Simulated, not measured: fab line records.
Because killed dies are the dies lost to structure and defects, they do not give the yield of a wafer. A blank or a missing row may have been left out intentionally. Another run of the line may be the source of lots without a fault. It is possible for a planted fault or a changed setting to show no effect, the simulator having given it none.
Chamber matching || flow nand harc || NHARC_A_WL_FILL_ALD_02 on ald metal-03 has 4 sister chambers
The step deposits TiN, target thk 2 nm, pulse time 3 s, ald cycles 100. 14 wafers are shown with their chamber, then 7 later ones without.

## WAFERS, EACH WITH ITS CHAMBER
{"wafer": "L075.1", "chamber": 1, "heater power w (W)": 1048, "precursor pulse height rel": 1.025}
{"wafer": "L075.3", "chamber": 2, "heater power w (W)": 1013, "precursor pulse height rel": 1.037}
{"wafer": "L075.4", "chamber": 0, "heater power w (W)": 968, "precursor pulse height rel": 0.994}
{"wafer": "L080.3", "chamber": 2, "heater power w (W)": 969, "precursor pulse height rel": 0.964}
{"wafer": "L080.4", "chamber": 0, "heater power w (W)": 1001, "precursor pulse height rel": 1.000}
{"wafer": "L080.5", "chamber": 0, "heater power w (W)": 1000, "precursor pulse height rel": 0.994}
{"wafer": "L088.2", "chamber": 0, "heater power w (W)": 1008, "precursor pulse height rel": 1.009}
{"wafer": "L088.3", "chamber": 3, "heater power w (W)": 1063, "precursor pulse height rel": 1.028}
{"wafer": "L088.5", "chamber": 1, "heater power w (W)": 1066, "precursor pulse height rel": 1.040}
{"wafer": "L090.1", "chamber": 3, "heater power w (W)": 1096, "precursor pulse height rel": 0.996}
{"wafer": "L090.2", "chamber": 2, "heater power w (W)": 1019, "precursor pulse height rel": 1.020}
{"wafer": "L090.3", "chamber": 1, "heater power w (W)": 1068, "precursor pulse height rel": 1.027}
{"wafer": "L093.1", "chamber": 3, "heater power w (W)": 1077, "precursor pulse height rel": 0.984}
{"wafer": "L093.2", "chamber": 0, "heater power w (W)": 1031, "precursor pulse height rel": 1.020}

SIGNATURES (means of the wafers above)
{"reading": "heater power w", "chamber 0": 1001.60, "chamber 1": 1060.67, "chamber 2": 1000.33, "chamber 3": 1078.67, "scatter within a chamber": 20.8}
{"reading": "precursor pulse height rel", "chamber 0": 1.00340, "chamber 1": 1.03067, "chamber 2": 1.00700, "chamber 3": 1.00267, "scatter within a chamber": 0.0214}
Rule: for a wafer and a chamber, the distance is found by dividing, reading by reading, the gap between the wafer's reading and the chamber's mean by the reading's scatter, squaring, summing and taking the root. If the next closest chamber is less than 2 further off than the closest, the wafer can't be placed; otherwise it belongs to the closest. How the scatter is found: for the shown wafers, subtract from each reading the mean of its chamber, square and add these, divide the total by (wafers less chambers), then take the root.

## WAFERS WHOSE CHAMBER IS MISSING
{"wafer": "L093.4", "heater power w (W)": 983, "precursor pulse height rel": 1.015}
{"wafer": "L094.1", "heater power w (W)": 1062, "precursor pulse height rel": 1.000}
{"wafer": "L094.2", "heater power w (W)": 1038, "precursor pulse height rel": 1.007}
{"wafer": "L094.4", "heater power w (W)": 1025, "precursor pulse height rel": 0.989}
{"wafer": "L096.1", "heater power w (W)": 1047, "precursor pulse height rel": 0.977}
{"wafer": "L096.3", "heater power w (W)": 1075, "precursor pulse height rel": 1.055}
{"wafer": "L096.5", "heater power w (W)": 1030, "precursor pulse height rel": 1.000}

## EACH ONE'S CHAMBER
{"wafer": "L093.4", "from the rows above": "can't be placed: 2 or 0", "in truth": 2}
{"wafer": "L094.1", "from the rows above": "can't be placed: 3 or 1", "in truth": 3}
{"wafer": "L094.2", "from the rows above": "can't be placed: 1 or 0 or 2 or 3", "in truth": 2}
{"wafer": "L094.4", "from the rows above": "can't be placed: 0 or 2 or 1 or 3", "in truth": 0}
{"wafer": "L096.1", "from the rows above": "can't be placed: 3 or 0 or 1 or 2", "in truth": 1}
{"wafer": "L096.3", "from the rows above": "can't be placed: 1 or 3", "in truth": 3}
{"wafer": "L096.5", "from the rows above": "can't be placed: 0 or 2 or 1 or 3", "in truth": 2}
Correct placement for 0 of the 7. Not placeable from these rows: 7 (in 7, the candidates include the true chamber). 0 placed wrongly.
